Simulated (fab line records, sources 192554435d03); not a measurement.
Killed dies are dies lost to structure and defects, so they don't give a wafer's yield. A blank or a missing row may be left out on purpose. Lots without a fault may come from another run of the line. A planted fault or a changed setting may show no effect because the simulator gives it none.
One fault seen from 2 desks | flow n5_finfet | each desk has only its own numbers; what lay behind them comes last

THE TOOL OWNER'S DESK: rie_diel-05
The tool's own readings at N5_MOL_CONTACT_COAG_ETCH_89 (etches underlayer in N2/H2, target depth 13 nm, time 10.4 s): means of the sampled wafers that have a number, for each lot that ran on this tool. A lot is out of limits, marked OUT, if its mean lies more than 4 standard deviations from the usual mean; the brackets give that distance.
Columns: A = drypump_motor_current_A at N5_MOL_CONTACT_COAG_ETCH_89, usual 5.8 A; B = etch_rf_on_time_s at N5_MOL_CONTACT_COAG_ETCH_89, usual 10.39 s; C = n2_flow_sccm at N5_MOL_CONTACT_COAG_ETCH_89, usual 200.0 sccm; D = oes_product_au at N5_MOL_CONTACT_COAG_ETCH_89, usual 0.68 a.u.; E = rf_vpp_V at N5_MOL_CONTACT_COAG_ETCH_89, usual 524.6 V; F = showerhead_plenum_p_Torr at N5_MOL_CONTACT_COAG_ETCH_89, usual 2.57 Torr; G = throttle_valve_pct at N5_MOL_CONTACT_COAG_ETCH_89, usual 17.68 %
lot  | first seen here | A   | B               | C     | D    | E     | F    | G
L793 | day 6 07:58     | 5.7 | 10.40           | 199.8 | 0.63 | 525.9 | 2.62 | 17.73
L798 | day 7 19:46     | 5.7 | 10.38           | 200.2 | 0.69 | 526.1 | 2.64 | 17.48
L803 | day 8 19:47     | 5.8 | 13.44 (+22) OUT | 199.9 | 0.58 | 523.5 | 2.55 | 17.59
L805 | day 9 08:50     | 5.5 | 13.47 (+22) OUT | 200.1 | 0.60 | 525.9 | 2.61 | 17.95
This desk's finding: out of limits on L803, L805; first on L803, day 8 19:47 (etch_rf_on_time_s at N5_MOL_CONTACT_COAG_ETCH_89). In limits: L793, L798.

THE METROLOGY DESK
What the gauges read, lot by lot, whatever tool the lot ran on: means of the sampled wafers that have a number. A lot is out of limits, marked OUT, if its mean lies more than 4 standard deviations from the usual mean; the brackets give that distance. Of its 11 readings 7 are shown: those that lie furthest out on some lot.
Columns: A = VG_OVL at N5_MOL_CONTACT_COAG_OVL_MEAS_85, usual -0.5 nm; B = IOFF_N at N5_BEOL_M4_RC_MEAS_101, usual 0.160 nA/um; C = IOFF_P at N5_BEOL_M4_RC_MEAS_101, usual 0.211 nA/um; D = ION_N at N5_BEOL_M4_RC_MEAS_101, usual 676 uA/um; E = ION_P at N5_BEOL_M4_RC_MEAS_101, usual 463 uA/um; F = SS_P at N5_BEOL_M4_RC_MEAS_101, usual 73.3 mV/dec; G = VT_P at N5_BEOL_M4_RC_MEAS_101, usual -250.1 mV
lot  | first seen here | A    | B     | C     | D   | E   | F    | G
L790 | day 5 15:08     | 0.3  | 0.154 | 0.199 | 674 | 460 | 72.7 | -250.3
L793 | day 6 07:27     | 0.5  | 0.152 | 0.170 | 671 | 452 | 73.9 | -256.3
L797 | day 7 08:58     | 0.4  | 0.154 | 0.194 | 687 | 467 | 72.8 | -251.4
L798 | day 7 19:29     | -0.9 | 0.144 | 0.191 | 674 | 461 | 73.0 | -249.3
L803 | day 8 19:26     | -1.2 | 0.176 | 0.257 | 687 | 472 | 73.6 | -244.9
L805 | day 9 08:42     | -0.1 | 0.162 | 0.199 | 676 | 464 | 73.2 | -251.1
L808 | day 10 05:29    | -1.4 | 0.134 | 0.188 | 675 | 463 | 72.3 | -250.7
L809 | day 10 07:05    | -0.9 | 0.147 | 0.212 | 670 | 464 | 73.3 | -249.7
L811 | day 10 20:38    | -0.5 | 0.146 | 0.210 | 669 | 459 | 73.8 | -250.1
This desk's finding: nothing out of limits on any of the 9 lots.

PUT TOGETHER
The tool owner's desk could have raised an alarm at day 8 19:47, on L803, L805.
The metrology desk saw nothing out of limits.
The metrology desk has L803, L805 on record, within its limits.
Of the lots named, all ran N5_MOL_CONTACT_COAG_ETCH_89 on rie_diel-05.

WHAT THE SIMULATOR HAD PUT IN
Process parameter drift: rie_diel-05, from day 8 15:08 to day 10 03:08, at N5_MOL_CONTACT_COAG_ETCH_89. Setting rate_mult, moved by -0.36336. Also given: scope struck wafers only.
Lots struck among those shown: L803, L805.
Hours from the fault's start to each desk's first reading out of limits: the tool owner's desk, 5.
